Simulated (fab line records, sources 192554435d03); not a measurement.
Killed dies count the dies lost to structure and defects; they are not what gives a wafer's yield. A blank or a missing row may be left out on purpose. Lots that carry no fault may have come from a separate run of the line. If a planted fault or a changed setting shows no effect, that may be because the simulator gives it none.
Chamber matching	flow n5-finfet	rie-diel-04 running N5_BEOL_M9_STRIP_67: 3 sister chambers
The step strips in CF4. 3 wafers are shown with their chamber, then 7 later ones without.

== WAFERS PAIRED WITH THEIR CHAMBERS ==
wafer	chamber	showerhead-plenum-p-Torr (Torr)
L082.2	1	1.90
L082.3	3	1.90
L082.5	0	1.78

== WAFERS WITH NO CHAMBER GIVEN ==
wafer	showerhead-plenum-p-Torr (Torr)
L091.3	1.90
L091.6	1.78
L089.1	1.90
L089.2	1.78
L089.6	1.90
L095.1	1.77
L095.3	1.89

== CHAMBER TAKEN BY EACH ==
wafer	from the rows above	in truth
L091.3	can't be placed: 1 or 3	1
L091.6	0	0
L089.1	can't be placed: 1 or 3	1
L089.2	0	0
L089.6	can't be placed: 1 or 3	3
L095.1	0	0
L095.3	can't be placed: 1 or 3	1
Placed correctly: 3 of 7. Unplaceable from these rows: 4, with the true chamber sitting among the candidates in 4. Number placed wrongly: 0.
How it was worked out, from the rows above alone: a wafer's distance from a chamber is the root of the sum, over the readings, of the square of ((its reading less the chamber's mean) divided by the reading's scatter). If the next closest chamber is less than 2 further off than the closest, the wafer can't be placed; otherwise it belongs to the closest. The mean given for a chamber averages the wafers shown for that chamber. The scatter: with one shown wafer a chamber, the root of the mean of the squares of how far each hidden wafer lies from its nearest shown one.
